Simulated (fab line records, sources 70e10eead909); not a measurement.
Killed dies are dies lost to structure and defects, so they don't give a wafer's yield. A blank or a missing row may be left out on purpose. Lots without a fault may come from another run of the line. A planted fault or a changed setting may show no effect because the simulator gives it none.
Chamber matching | flow nand_harc | NHARC_P_M1_PRE_CLEAN_32 on pecvd-03: 3 sister chambers
The step time 12 s. 18 wafers are shown with their chamber, then 9 later ones without.

WAFERS WITH THEIR CHAMBER
wafer  | chamber | heater_power_w (W)
L076.1 | 0       | 684
L076.3 | 2       | 701
L076.6 | 2       | 698
L079.1 | 2       | 603
L079.5 | 2       | 603
L079.6 | 1       | 715
L080.4 | 0       | 757
L080.5 | 2       | 670
L080.6 | 1       | 696
L086.2 | 0       | 731
L086.3 | 1       | 662
L086.5 | 2       | 702
L087.4 | 0       | 690
L087.5 | 2       | 731
L087.6 | 1       | 720
L088.2 | 1       | 750
L088.4 | 0       | 735
L088.5 | 1       | 764

SIGNATURES (means of the wafers above)
reading        | chamber 0 | chamber 1 | chamber 2 | scatter within a chamber
heater_power_w | 719.40    | 717.83    | 672.57    | 41.7
Rule: a wafer's distance from a chamber is the root of the sum, over the readings, of the square of ((its reading less the chamber's mean) divided by the reading's scatter). The wafer belongs to the nearest chamber; if the next one is less than 2 further off, it can't be placed. The scatter: the root of (the sum of the squares of (reading less its chamber's mean) over the shown wafers, divided by (wafers less chambers)).

WAFERS WITHOUT THEIR CHAMBER
wafer  | heater_power_w (W)
L089.1 | 729
L089.3 | 742
L089.4 | 734
L093.1 | 623
L093.3 | 674
L093.4 | 680
L095.1 | 687
L095.5 | 723
L095.6 | 659

WHICH CHAMBER EACH WENT THROUGH
wafer  | from the rows above          | in truth
L089.1 | can't be placed: 0 or 1 or 2 | 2
L089.3 | can't be placed: 0 or 1 or 2 | 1
L089.4 | can't be placed: 0 or 1 or 2 | 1
L093.1 | can't be placed: 2 or 1 or 0 | 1
L093.3 | can't be placed: 2 or 1 or 0 | 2
L093.4 | can't be placed: 2 or 1 or 0 | 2
L095.1 | can't be placed: 2 or 1 or 0 | 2
L095.5 | can't be placed: 0 or 1 or 2 | 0
L095.6 | can't be placed: 2 or 1 or 0 | 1
Placed correctly: 0 of 9. Can't be placed from these rows: 9 (the true chamber is among the candidates in 9). Placed wrongly: 0.
